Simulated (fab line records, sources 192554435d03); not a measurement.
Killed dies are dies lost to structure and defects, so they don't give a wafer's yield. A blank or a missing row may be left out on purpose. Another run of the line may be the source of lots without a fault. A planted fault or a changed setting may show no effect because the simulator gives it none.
fab line records ; flow n5-finfet
[record] lots = 10; wafers = 29; last-day = 17
route steps=1938 shown BEOL_M3@946 BEOL_M4@1111 PASSIVATION@1936
lots with no fault: from the same line, run without faults
start-h: hours from the record's first day to the start of the lot's first wafer shown ; wait-h: hours from the lot's prior step to this one ; " identical to the entry in the row above ; L1.1+2: several wafers, shown together as one row ; - no value present, or no start provided ; * or withheld: withheld ; < > ~ a bound
route shown NAME@n: names a module that has steps shown in the file, with the first one's number in the route ; usual: the fault-free wafers' mean and standard deviation ; same: alike in all rows ; chamber/n: place in a boat ; sites: each site's reading ; _std_site: the standard deviation of these ; _edge_site: outer sites' mean less inner sites' ; radius-mm: for every site, how far away it sits from the centre of the wafer ; mask NAME#n: copy n ; behind: tool/chamber where the wafer was last shaped ; hold: the reason the lot was held/the length of the hold in hours/how it ended ; device: transistor that didn't switch, given as n, p or np ; end of line: the same wafers' tests at the end of the route ; a step given without rows: its recipe and nothing more ; killed: not the wafer's yield, but the dies lost to structure and defects at the first sort ; map: a wafer's dies, marking killed ones x, the rest . and places with no die _
set.NAME: the setting that was run; set.NAME@STEP: the one run at that earlier step ; model.NAME: the simulator's own value behind a step, which no gauge read
route steps across a sampled set of lots; one table per step, one row per wafer
services: when a tool's chamber went out of use (start-h, in hours from the record's first day, below 0 if earlier), for how many hours, and the reason
[[steps]]
[step N5_BEOL_M3_INSPECT_13]
[recipe] mode = adi; inspect-instrument = brightfield
[usual] raw-defect-count = 437/110
lot.wafer;tool;chamber;start-h;wait-h;raw-defect-count
L432.2;defect-inspect-02;-;143.04;0.0;284
L432.4;defect-inspect-02;-;143.04;0.0;301
L432.5;defect-inspect-02;-;143.04;0.0;353
L431.1;defect-inspect-02;-;143.85;0.1;425
L431.3;defect-inspect-02;-;143.85;0.1;308
L431.5;defect-inspect-02;-;143.85;0.1;310
L434.1;defect-inspect-02;-;160.16;0.1;409
L434.2;defect-inspect-02;-;160.16;0.1;594
L434.4;defect-inspect-02;-;160.16;0.1;371
L436.2;defect-inspect-01;-;183.33;0.0;333
L436.3;defect-inspect-01;-;183.33;0.0;306
L436.5;defect-inspect-01;-;183.33;0.0;370
L442.1;defect-inspect-02;-;211.88;0.1;293
L442.4;defect-inspect-02;-;211.88;0.1;536
L442.6;defect-inspect-02;-;211.88;0.1;474
L443.1;defect-inspect-01;-;216.98;0.1;488
L443.4;defect-inspect-01;-;216.98;0.1;439
L443.5;defect-inspect-01;-;216.98;0.1;552
L444.1;defect-inspect-02;-;222.28;0.1;317
L444.5;defect-inspect-02;-;222.28;0.1;387
L452.1;defect-inspect-01;-;269.50;0.1;401
L452.3;defect-inspect-01;-;269.50;0.1;627
L452.6;defect-inspect-01;-;269.50;0.1;499
L453.1;defect-inspect-01;-;274.22;0.1;432
L453.5;defect-inspect-01;-;274.22;0.1;442
L453.6;defect-inspect-01;-;274.22;0.1;372
L454.1;defect-inspect-01;-;277.10;0.1;421
L454.2;defect-inspect-01;-;277.10;0.1;430
L454.6;defect-inspect-01;-;277.10;0.1;466
[step N5_BEOL_M3_STRIP_19]
[recipe] chemistry = O2; power-w = 400; temp-c = 40; pressure-mtorr = 30; rf-frequency-hz = 6e+07; bias-power-w = 0; overash-fraction = 0.2; o2-flow-sccm = 225
[usual] drypump-motor-current-A = 5.9/0.38; oes-product-au = 0.79/0.083; rf-vpp-V = 3.6/0.47; showerhead-plenum-p-Torr = 2.12/0.079; throttle-valve-pct = 16.68/0.2
lot.wafer;tool;chamber;start-h;wait-h;drypump-motor-current-A;oes-product-au;rf-hours-counter-h;rf-vpp-V;showerhead-plenum-p-Torr;throttle-valve-pct
L432.2;rie-diel-06;0;143.43;0.1;5.6;0.77;164;3.7;2.10;16.77
L432.4;rie-diel-06;2;143.43;0.1;5.9;0.81;89;3.2;2.20;16.63
L432.5;rie-diel-06;1;143.43;0.1;6.1;0.75;-;4.0;2.22;16.78
L431.1;rie-diel-02;1;144.28;0.1;6.4;0.96;9;4.1;2.04;16.28
L431.3;rie-diel-02;2;144.28;0.1;5.9;0.84;64;3.9;2.05;16.45
L431.5;rie-diel-02;1;144.28;0.1;6.4;0.97;-;2.8;2.04;16.28
L434.1;rie-diel-06;2;160.68;0.1;5.9;0.80;95;4.5;2.20;16.66
L434.2;rie-diel-06;0;160.68;0.1;5.6;0.77;169;4.0;2.10;16.80
L434.4;rie-diel-06;3;160.68;0.1;6.4;0.72;198;4.2;2.19;16.94
L436.2;rie-diel-06;3;183.94;0.1;6.5;0.72;206;3.4;2.19;16.93
L436.3;rie-diel-06;2;183.94;0.1;5.9;0.78;102;3.3;2.19;16.66
L436.5;rie-diel-06;2;183.94;0.1;5.9;0.79;-;3.8;2.19;16.67
L442.1;rie-diel-06;1;212.59;0.4;6.0;0.73;156;4.3;2.21;16.83
L442.4;rie-diel-06;0;212.59;0.4;5.6;0.76;185;3.1;2.09;16.78
L442.6;rie-diel-06;3;212.59;0.4;6.4;0.71;-;2.7;2.18;16.95
L443.1;rie-diel-02;1;217.37;0.1;6.4;0.91;32;2.7;2.04;16.33
L443.4;rie-diel-02;3;217.37;0.1;5.5;0.97;2;3.2;2.15;16.55
L443.5;rie-diel-02;1;217.37;0.1;6.4;0.92;-;3.1;2.04;16.34
L444.1;rie-diel-01;3;222.68;0.1;6.2;0.82;68;4.0;2.21;16.57
L444.5;rie-diel-01;0;222.68;0.1;5.1;0.88;-;4.1;2.02;16.50
L452.1;rie-diel-01;3;269.89;0.1;6.2;0.80;84;3.7;2.20;16.58
L452.3;rie-diel-01;2;269.89;0.1;5.7;0.72;214;3.9;2.16;16.74
L452.6;rie-diel-01;1;269.89;0.1;5.9;0.97;-;3.7;2.05;16.83
L453.1;rie-diel-06;3;274.61;0.1;6.5;0.69;235;3.8;2.18;16.98
L453.5;rie-diel-06;2;274.61;0.1;5.9;0.76;-;3.7;2.18;16.72
L453.6;rie-diel-06;1;274.61;0.1;6.0;0.71;-;3.6;2.20;16.87
L454.1;rie-diel-01;1;277.59;0.2;6.0;0.96;12;3.6;2.05;16.85
L454.2;rie-diel-01;2;277.59;0.2;5.6;0.72;217;2.7;2.16;16.74
L454.6;rie-diel-01;3;277.59;0.2;6.2;0.80;-;3.9;2.20;16.58
[step N5_BEOL_M3_CD_MEAS_18]
[recipe] pitch-nm = 36; target-cd-nm = 18
[usual] cd-nm = 18.0/0.35
lot.wafer;tool;chamber;start-h;wait-h;cd-nm
L432.2;cd-sem-02;-;143.50;0.1;17.8
L432.4;cd-sem-02;-;143.50;0.1;17.7
L432.5;cd-sem-02;-;143.50;0.1;17.3
L431.1;cd-sem-02;-;144.35;0.0;18.1
L431.3;cd-sem-02;-;144.35;0.0;18.2
L431.5;cd-sem-02;-;144.35;0.0;17.7
L434.1;cd-sem-01;-;160.74;0.0;18.2
L434.2;cd-sem-01;-;160.74;0.0;18.0
L434.4;cd-sem-01;-;160.74;0.0;17.5
L436.2;cd-sem-03;-;184.01;0.1;18.1
L436.3;cd-sem-03;-;184.01;0.1;17.7
L436.5;cd-sem-03;-;184.01;0.1;17.7
L442.1;cd-sem-02;-;212.66;0.0;18.6
L442.4;cd-sem-02;-;212.66;0.0;18.2
L442.6;cd-sem-02;-;212.66;0.0;18.3
L443.1;cd-sem-02;-;217.44;0.0;18.1
L443.4;cd-sem-02;-;217.44;0.0;18.4
L443.5;cd-sem-02;-;217.44;0.0;18.3
L444.1;cd-sem-02;-;222.75;0.1;17.7
L444.5;cd-sem-02;-;222.75;0.1;17.9
L452.1;cd-sem-03;-;269.96;0.0;18.5
L452.3;cd-sem-03;-;269.96;0.0;18.1
L452.6;cd-sem-03;-;269.96;0.0;18.2
L453.1;cd-sem-02;-;274.68;0.0;18.1
L453.5;cd-sem-02;-;274.68;0.0;18.0
L453.6;cd-sem-02;-;274.68;0.0;17.6
L454.1;cd-sem-01;-;277.66;0.0;18.3
L454.2;cd-sem-01;-;277.66;0.0;17.9
L454.6;cd-sem-01;-;277.66;0.0;18.2
[step N5_BEOL_M3_EXPOSE_25]
[recipe] mask-id = V2; na = 0.33; source-shape = quasar; sigma-inner = 0.2; sigma-outer = 0.8; polarization = unpolarized; defocus-nm = 5; dose-mj = 63
lot.wafer;tool;chamber;start-h;wait-h;mask
L432.2+4+5;euv-scanner-01;0;143.68;-;V2#0
L431.1+3+5;euv-scanner-02;0;144.65;-;V2#0
L434.1+2+4;euv-scanner-02;0;160.92;-;V2#0
L436.2+3+5;euv-scanner-02;0;184.19;-;V2#0
L442.1+4+6;euv-scanner-02;0;212.83;-;V2#0
L443.1+4+5;euv-scanner-02;0;217.61;-;V2#0
L444.1+5;euv-scanner-02;0;222.93;-;V2#0
L452.1+3+6;euv-scanner-01;0;270.26;-;V2#0
L453.1+5+6;euv-scanner-01;0;274.85;-;V2#0
L454.1+2+6;euv-scanner-01;0;277.83;-;V2#0
[step N5_BEOL_M3_CD_MEAS_28]
[recipe] target-cd-nm = 25.7; landing-energy-ev = 500; detector = se-inlens; target-cd-y-nm = 23.3; polarity = opening
[usual] cd-nm = 25.67/0.25
lot.wafer;tool;chamber;start-h;wait-h;cd-nm
L432.2;cd-sem-01;0;143.82;-;25.61
L432.4;cd-sem-01;0;143.82;-;25.62
L432.5;cd-sem-01;0;143.82;-;25.58
L431.1;cd-sem-03;0;144.80;-;25.40
L431.3;cd-sem-03;0;144.80;-;25.38
L431.5;cd-sem-03;0;144.80;-;25.52
L434.1;cd-sem-01;0;161.06;-;25.90
L434.2;cd-sem-01;0;161.06;-;25.81
L434.4;cd-sem-01;0;161.06;-;25.39
L436.2;cd-sem-01;0;184.33;-;25.77
L436.3;cd-sem-01;0;184.33;-;26.11
L436.5;cd-sem-01;0;184.33;-;25.99
L442.1;cd-sem-03;0;212.97;-;25.57
L442.4;cd-sem-03;0;212.97;-;15.11
L442.6;cd-sem-03;0;212.97;-;25.80
L443.1;cd-sem-02;0;217.76;-;25.83
L443.4;cd-sem-02;0;217.76;-;15.69
L443.5;cd-sem-02;0;217.76;-;17.01
L444.1;cd-sem-02;0;223.08;-;25.24
L444.5;cd-sem-02;0;223.08;-;15.17
L452.1;cd-sem-01;0;270.40;-;26.02
L452.3;cd-sem-01;0;270.40;-;25.80
L452.6;cd-sem-01;0;270.40;-;25.91
L453.1;cd-sem-02;0;275.00;-;25.61
L453.5;cd-sem-02;0;275.00;-;25.37
L453.6;cd-sem-02;0;275.00;-;25.54
L454.1;cd-sem-01;0;277.98;-;25.28
L454.2;cd-sem-01;0;277.98;-;25.85
L454.6;cd-sem-01;0;277.98;-;25.65
[step N5_BEOL_M4_RC_MEAS_101]
[usual] DIBL_N = 36.3/1.7; DIBL_P = 36.3/2.2; IOFF_N = 0.16/0.034; IOFF_P = 0.21/0.038; ION_N = 673/13; ION_P = 461/8.3; SS_N = 71.5/0.55; SS_P = 73.3/0.67; VT_N = 250/3.4; VT_P = -251/3.5
lot.wafer;tool;chamber;start-h;wait-h;DIBL_N[mV/V];DIBL_P[mV/V];IOFF_N[nA/um];IOFF_P[nA/um];ION_N[uA/um];ION_P[uA/um];SS_N[mV/dec];SS_P[mV/dec];VT_N[mV];VT_P[mV]
L432.2;prober-02;0;160.47;0.2;35.6;36.5;0.16;0.20;665;456;71.5;73.2;252;-252
L432.4;prober-02;0;160.47;0.2;34.8;34.9;0.14;0.18;658;449;71.5;73.5;253;-255
L432.5;prober-02;0;160.47;0.2;33.3;33.0;0.12;0.16;651;456;70.5;72.3;257;-254
L431.1;prober-01;0;169.82;0.0;40.2;39.4;0.24;0.28;688;460;72.3;72.9;244;-246
L431.3;prober-01;0;169.82;0.0;36.2;35.4;0.16;0.19;679;461;71.2;72.6;250;-251
L431.5;prober-01;0;169.82;0.0;35.2;33.2;0.12;0.16;653;446;71.2;72.5;254;-254
L434.1;prober-02;0;187.30;0.0;33.0;31.4;0.10;0.14;658;456;71.1;71.6;256;-255
L434.2;prober-02;0;187.30;0.0;35.9;35.7;0.15;0.19;667;461;71.4;73.1;253;-254
L434.4;prober-02;0;187.30;0.0;35.8;35.9;0.14;0.20;672;464;71.2;73.4;252;-253
L436.2;prober-01;0;205.16;0.2;34.6;33.7;0.13;0.17;665;451;71.7;72.1;253;-254
L436.3;prober-01;0;205.16;0.2;39.0;39.7;0.23;0.27;695;472;72.1;73.6;245;-248
L436.5;prober-01;0;205.16;0.2;37.8;38.0;0.19;0.25;684;464;71.8;74.3;248;-248
L442.1;prober-02;0;237.78;0.0;35.7;35.9;0.16;0.18;676;459;71.1;72.8;248;-253
L442.6;prober-02;0;237.78;0.0;36.9;37.3;0.18;0.20;679;452;71.7;73.5;247;-253
L444.1;prober-01;0;242.10;0.0;36.7;38.4;0.18;0.23;683;469;72.0;73.3;248;-249
L443.1;prober-02;0;242.56;0.0;39.9;40.9;0.24;0.29;703;474;72.0;73.6;242;-246
L452.1;prober-01;0;290.26;0.0;35.2;35.0;0.12;0.20;673;474;71.0;72.3;252;-250
L452.3;prober-01;0;290.26;0.0;39.5;41.1;0.22;0.32;702;489;71.9;74.4;244;-243
L452.6;prober-01;0;290.26;0.0;39.0;38.8;0.19;0.28;686;479;71.5;73.7;246;-244
L453.1;prober-02;0;293.52;0.0;36.2;34.5;0.15;0.20;660;455;72.0;73.7;249;-250
L453.5;prober-02;0;293.52;0.0;34.7;33.2;0.13;0.17;667;455;70.9;73.3;250;-255
L453.6;prober-02;0;293.52;0.0;35.2;33.5;0.14;0.18;661;450;71.3;73.4;251;-251
L454.1;prober-02;0;296.96;0.0;36.2;35.5;0.14;0.17;662;453;71.2;73.1;253;-256
L454.2;prober-02;0;296.96;0.0;38.1;37.5;0.18;0.20;671;455;71.8;73.8;248;-251
L454.6;prober-02;0;296.96;0.0;38.4;38.9;0.20;0.23;693;465;71.8;74.1;248;-253
[step N5_PASSIVATION_PROBE_49]
[usual] defect-limited-yield = 91.4/1.6; killed_at_M0_to_M3 = 34/10; killed_at_M4_up = 12/4.8; killed-at-contacts = 11/6.2; killed-at-front-end = 39/13; killed-at-other = 4/3.1; killed-dies = 101/19; killed-on-rim = 13/4.1; killed-open = 67/14; killed-short = 32/8.3; sort_bin_5_function = 5.0/1; sort_bin_6_memory = 3.2/0.76; sort-n-pass = 1079/19; sort-yield-pct = 91.4/1.6
[same] gross-dies = 1180; killed-at-back-side = 0; sort_bin_4_leakage[%] = 0; sort_bin_8_speed[%] = 0
lot.wafer;tool;chamber;start-h;wait-h;defect-limited-yield[%];killed_at_M0_to_M3;killed_at_M4_up;killed-at-contacts;killed-at-front-end;killed-at-other;killed-dies;killed-on-rim;killed-open;killed-short;sort_bin_5_function[%];sort_bin_6_memory[%];sort-n-pass;sort-yield-pct[%]
L432.2;prober-01;-;250.43;0.1;92.2;30;13;5;43;1;92;10;68;24;5.3;2.0;1088;92.2
L432.4;prober-01;-;250.53;0.2;92.3;29;17;5;39;1;91;11;61;26;5.3;2.0;1089;92.3
L432.5;prober-01;-;250.58;0.2;93.3;30;8;9;30;2;79;7;52;27;3.6;2.5;1101;93.3
L431.1;prober-01;-;274.50;0.0;89.2;46;18;7;55;1;127;13;81;46;5.8;4.8;1053;89.2
L431.3;prober-01;-;274.60;0.1;89.4;33;17;17;57;1;125;12;75;46;5.8;4.2;1055;89.4
L431.5;prober-01;-;274.70;0.2;90.8;32;19;12;45;0;108;12;66;41;5.5;3.4;1072;90.8
L434.1;prober-01;-;292.29;0.0;92.3;37;17;4;30;3;91;12;59;32;5.0;2.6;1089;92.3
L434.2;prober-01;-;292.34;0.1;92.4;30;9;11;32;8;90;16;56;32;4.5;2.6;1090;92.4
L434.4;prober-01;-;292.44;0.2;91.7;19;17;9;38;15;98;15;54;39;4.8;2.7;1082;91.7
L436.2;prober-01;-;297.36;0.1;90.2;51;10;10;43;2;116;20;80;34;5.6;4.1;1064;90.2
L436.3;prober-01;-;297.41;0.1;92.5;39;15;6;27;2;89;10;62;27;4.4;3.0;1091;92.5
L436.5;prober-01;-;297.51;0.2;92.4;40;12;6;28;4;90;10;51;35;5.1;2.1;1090;92.4
L443.1;prober-02;-;344.42;0.0;93.9;22;11;2;35;2;72;7;48;22;3.3;2.3;1108;93.9
L443.4;prober-02;-;344.57;0.2;0;1113;10;2;49;6;1180;152;56;40;96.4;3.1;0;0
L443.5;prober-02;-;344.62;0.2;0;1105;21;6;45;3;1180;152;55;34;96.8;2.9;0;0
L442.1;prober-01;-;347.33;0.0;91.2;34;16;16;33;5;104;14;73;30;5.3;3.3;1076;91.2
L442.4;prober-01;-;347.48;0.2;0;1100;19;18;37;6;1180;152;78;34;95.4;4.1;0;0
L442.6;prober-01;-;347.58;0.3;89.2;46;7;19;47;8;127;19;90;36;6.4;4.1;1053;89.2
L444.1;prober-01;-;349.35;0.1;89.7;28;18;7;65;4;122;20;88;33;6.6;3.5;1058;89.7
L444.5;prober-01;-;349.55;0.3;0;1078;21;8;70;3;1180;152;111;26;95.1;4.5;0;0
L452.1;prober-01;-;398.43;0.0;93.2;30;7;8;32;3;80;3;56;19;4.1;2.1;1100;93.2
L452.3;prober-01;-;398.53;0.1;89.9;57;11;13;27;11;119;16;66;50;6.3;3.2;1061;89.9
L452.6;prober-01;-;398.68;0.3;93.4;27;11;10;29;1;78;13;55;23;3.4;2.9;1102;93.4
// killed by level:class
L432.2 STI_FIN_REVEAL:geometric-particle:open=12 FIN_SAQP:geometric-particle:open=11 BEOL_M1:geometric-particle:open=11 BEOL_M4:geometric-particle:open=9 FIN_SAQP:geometric-particle:short=8 BEOL_M3:geometric-particle:open=7 BEOL_M0_SAQP:geometric-particle:short=4 MOL_CONTACT_COAG:geometric-particle:open=3
L432.4 STI_FIN_REVEAL:geometric-particle:open=7 BEOL_M3:geometric-particle:open=7 BEOL_M0_SAQP:geometric-particle:short=6 BEOL_M1:geometric-particle:open=6 BEOL_M4:geometric-particle:open=6 BEOL_M2:geometric-particle:open=5 FIN_SAQP:geometric-particle:open=4 GATE_CUT:geometric-particle:short=4
L432.5 BEOL_M3:geometric-particle:open=12 FIN_SAQP:geometric-particle:short=6 FIN_SAQP:geometric-particle:open=5 MOL_CONTACT_COAG:geometric-particle:open=5 BEOL_M0_SAQP:geometric-particle:open=5 BEOL_M1:geometric-particle:open=5 DUMMY_GATE:geometric-particle:short=4 MOL_CONTACT_COAG:geometric-particle:short=4
L431.1 BEOL_M0_SAQP:geometric-particle:short=18 FIN_SAQP:geometric-particle:short=13 FIN_SAQP:geometric-particle:open=12 BEOL_M2:geometric-particle:open=11 BEOL_M0_SAQP:geometric-particle:open=8 ILD0:geometric-particle:open=7 DUMMY_GATE:geometric-particle:open=6 BEOL_M4:geometric-particle:open=6
L431.3 BEOL_M0_SAQP:geometric-particle:short=17 MOL_CONTACT_COAG:geometric-particle:open=15 FIN_SAQP:geometric-particle:open=13 FIN_SAQP:geometric-particle:short=12 BEOL_M4:geometric-particle:open=8 BEOL_M0_SAQP:geometric-particle:open=8 DUMMY_GATE:geometric-particle:open=7 GATE_CUT:geometric-particle:short=7
L431.5 BEOL_M0_SAQP:geometric-particle:open=15 FIN_SAQP:geometric-particle:short=14 FIN_SAQP:geometric-particle:open=12 BEOL_M4:geometric-particle:open=12 BEOL_M0_SAQP:geometric-particle:short=10 MOL_CONTACT_COAG:geometric-particle:open=9 DUMMY_GATE:geometric-particle:open=6 STARTING-WAFER:geometric-particle:short=4
L434.1 BEOL_M3:geometric-particle:open=11 FIN_SAQP:geometric-particle:short=8 STI_FIN_REVEAL:geometric-particle:open=6 BEOL_M0_SAQP:geometric-particle:open=6 BEOL_M0_SAQP:geometric-particle:short=6 BEOL_M2:geometric-particle:open=6 BEOL_M4:geometric-particle:open=6 MOL_CONTACT_COAG:geometric-particle:open=4
L434.2 FIN_SAQP:geometric-particle:short=13 MOL_CONTACT_COAG:geometric-particle:open=10 STI_FIN_REVEAL:geometric-particle:open=8 BEOL_M2:geometric-particle:open=8 BEOL_M3:geometric-particle:open=7 BEOL_M0_SAQP:geometric-particle:open=5 BEOL_M0_SAQP:geometric-particle:short=5 BEOL_M1:geometric-particle:open=4
L434.4 FIN_SAQP:geometric-particle:short=9 MOL_CONTACT_COAG:geometric-particle:open=8 BEOL_M0_SAQP:geometric-particle:short=7 BEOL_M4:geometric-particle:open=7 STI_FIN_REVEAL:geometric-particle:open=6 PASS1_CAP:geometric-particle:short=6 DUMMY_GATE:geometric-particle:open=4 STARTING-WAFER:geometric-particle:short=4
L436.2 FIN_SAQP:geometric-particle:open=9 STI_FIN_REVEAL:geometric-particle:open=9 BEOL_M0_SAQP:geometric-particle:open=9 BEOL_M2:geometric-particle:open=9 MOL_CONTACT_COAG:geometric-particle:open=8 BEOL_M1:geometric-particle:open=8 BEOL_M3:geometric-particle:open=8 BEOL_M0_SAQP:geometric-particle:short=7
L436.3 BEOL_M3:geometric-particle:open=17 BEOL_M4:geometric-particle:open=8 FIN_SAQP:geometric-particle:short=7 BEOL_M2:geometric-particle:open=6 FIN_SAQP:geometric-particle:open=5 MOL_CONTACT_COAG:geometric-particle:open=5 BEOL_M0_SAQP:geometric-particle:open=5 BEOL_M1:geometric-particle:open=5
L436.5 BEOL_M3:geometric-particle:open=11 FIN_SAQP:geometric-particle:short=8 BEOL_M0_SAQP:geometric-particle:open=8 BEOL_M1:geometric-particle:open=6 BEOL_M3:geometric-particle:short=5 BEOL_M0_SAQP:geometric-particle:short=4 DUMMY_GATE:geometric-particle:open=3 GATE_CUT:geometric-particle:short=3
L443.1 FIN_SAQP:geometric-particle:open=11 BEOL_M0_SAQP:geometric-particle:open=11 STI_FIN_REVEAL:geometric-particle:open=6 GATE_CUT:geometric-particle:short=5 BEOL_M0_SAQP:geometric-particle:short=5 FIN_SAQP:geometric-particle:short=4 BEOL_M4:geometric-particle:open=4 BEOL_M7:geometric-particle:open=4
L443.4 BEOL_M3:area-expose=1080 BEOL_M0_SAQP:geometric-particle:short=12 FIN_SAQP:geometric-particle:open=9 FIN_SAQP:geometric-particle:short=9 BEOL_M0_SAQP:geometric-particle:open=9 STI_FIN_REVEAL:geometric-particle:open=7 GATE_CUT:geometric-particle:short=7 BEOL_M2:geometric-particle:open=6
L443.5 BEOL_M3:area-expose=1084 FIN_SAQP:geometric-particle:short=14 FIN_SAQP:geometric-particle:open=8 BEOL_M4:geometric-particle:open=7 STARTING-WAFER:geometric-particle:short=6 BEOL_M0:geometric-particle:open=6 BEOL_M7:geometric-particle:open=6 MOL_CONTACT_COAG:geometric-particle:open=5
L442.1 STI_FIN_REVEAL:geometric-particle:open=12 MOL_CONTACT_COAG:geometric-particle:open=12 BEOL_M0_SAQP:geometric-particle:open=10 BEOL_M0_SAQP:geometric-particle:short=6 GATE_CUT:geometric-particle:short=5 BEOL_M2:geometric-particle:open=5 MOL_CONTACT_COAG:geometric-particle:short=4 BEOL_M3:geometric-particle:open=4
L442.4 BEOL_M3:area-expose=1060 MOL_CONTACT_COAG:geometric-particle:open=16 STI_FIN_REVEAL:geometric-particle:open=10 BEOL_M0_SAQP:geometric-particle:short=9 BEOL_M4:geometric-particle:open=8 BEOL_M1:geometric-particle:open=7 BEOL_M2:geometric-particle:open=7 FIN_SAQP:geometric-particle:short=6
L442.6 STI_FIN_REVEAL:geometric-particle:open=24 MOL_CONTACT_COAG:geometric-particle:open=18 BEOL_M3:geometric-particle:open=10 STI_FIN_REVEAL:geometric-particle:short=9 BEOL_M1:geometric-particle:open=9 BEOL_M0_SAQP:geometric-particle:short=5 BEOL_M1:geometric-particle:short=5 BEOL_M2:geometric-particle:open=5
L444.1 STI_FIN_REVEAL:geometric-particle:open=22 DUMMY_GATE:geometric-particle:open=11 BEOL_M0:geometric-particle:open=9 GATE_CUT:geometric-particle:short=8 BEOL_M4:geometric-particle:open=8 FIN_SAQP:geometric-particle:open=6 MOL_CONTACT_COAG:geometric-particle:open=6 BEOL_M0_SAQP:geometric-particle:open=5
L444.5 BEOL_M3:area-expose=1041 STI_FIN_REVEAL:geometric-particle:open=37 BEOL_M3:geometric-particle:open=13 BEOL_M4:geometric-particle:open=11 BEOL_M0_SAQP:geometric-particle:open=8 FIN_SAQP:geometric-particle:open=6 GATE_CUT:geometric-particle:open=5 BEOL_M1:geometric-particle:open=5
L452.1 BEOL_M3:geometric-particle:open=10 FIN_SAQP:geometric-particle:open=6 MOL_CONTACT_COAG:geometric-particle:open=6 BEOL_M2:geometric-particle:open=5 FIN_SAQP:geometric-particle:short=5 GATE_CUT:geometric-particle:open=5 BEOL_M1:geometric-particle:open=5 BEOL_M0_SAQP:geometric-particle:short=4
L452.3 BEOL_M0_SAQP:geometric-particle:open=19 BEOL_M0_SAQP:geometric-particle:short=14 MOL_CONTACT_COAG:geometric-particle:open=12 BEOL_M2:geometric-particle:open=8 FIN_SAQP:geometric-particle:short=6 BEOL_M3:geometric-particle:open=6 PASS1_CAP:geometric-particle:short=6 GATE_CUT:geometric-particle:short=5
L452.6 MOL_CONTACT_COAG:geometric-particle:open=9 BEOL_M2:geometric-particle:open=9 STI_FIN_REVEAL:geometric-particle:open=7 BEOL_M0_SAQP:geometric-particle:short=6 BEOL_M0_SAQP:geometric-particle:open=6 BEOL_M4:geometric-particle:open=4 FIN_SAQP:geometric-particle:open=3 DUMMY_GATE:geometric-particle:open=3
[[services]]
tool;chamber;start-h;hours;kind
rie-diel-01;3;135.36;4.7;repair
rie-diel-01;0;137.90;2.9;repair
euv-scanner-01;-;139.91;0.1;repair
euv-scanner-02;-;151.29;1.0;pm
euv-scanner-01;-;156.17;1.0;pm
rie-diel-02;1;157.42;4.3;repair
euv-scanner-01;-;163.93;4.6;pm
rie-diel-01;1;186.73;2.2;repair
euv-scanner-01;0;189.99;-;calibration
rie-diel-02;3;191.24;-;clean
rie-diel-02;3;191.24;-;consumable-replace:focus-ring
rie-diel-02;3;191.24;21.9;scheduled-down
rie-diel-01;3;210.45;5.0;repair
euv-scanner-01;-;212.32;1.0;pm
rie-diel-01;1;215.71;-;clean
rie-diel-01;1;215.71;-;consumable-replace:focus-ring
rie-diel-01;1;215.71;21.0;scheduled-down
rie-diel-01;1;215.71;21.0;vent-cycle
rie-diel-06;0;241.54;35.5;repair
euv-scanner-02;-;263.59;1.0;pm
euv-scanner-02;0;267.15;-;calibration
euv-scanner-01;-;268.47;1.0;pm
euv-scanner-02;-;270.60;4.6;pm
rie-diel-02;1;275.33;12.3;repair
[[key]]
[first-sign] step = N5_BEOL_M3_CD_MEAS_28; reading = cd-nm; direction = down; sigmas = 40; usual = 25.67; struck = 15.75
[effect] step = N5_PASSIVATION_PROBE_49; reading = killed_at_M0_to_M3; direction = up; sigmas = 99+; usual = 34; struck = 1099
[more-kills-born-at] N5_BEOL_M3_EXPOSE_25@euv-scanner-02 = 4265
met-at N5_BEOL_M3_EXPOSE_25
struck-lots L442,L443,L444
struck-wafers L442.4,L443.4,L443.5,L444.5
later-rows-left-out L442.4,L443.4,L443.5,L444.5
not-acting-at N5_BEOL_M3_INSPECT_13,N5_BEOL_M3_STRIP_19,N5_BEOL_M3_CD_MEAS_18
onset-between 184.19 212.83
[fault] kind = process-parameter-drift; tool = euv-scanner-02; chamber = -; onset-h = 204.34; steps = N5_BEOL_M3_EXPOSE_25; channel = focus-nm; offset = 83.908; shape = step; end-h = 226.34; scope = struck-wafers-only
// later-rows-left-out: the simulator's readings of these wafers behind a module that went badly wrong aren't trusted and aren't shown, but for the sort
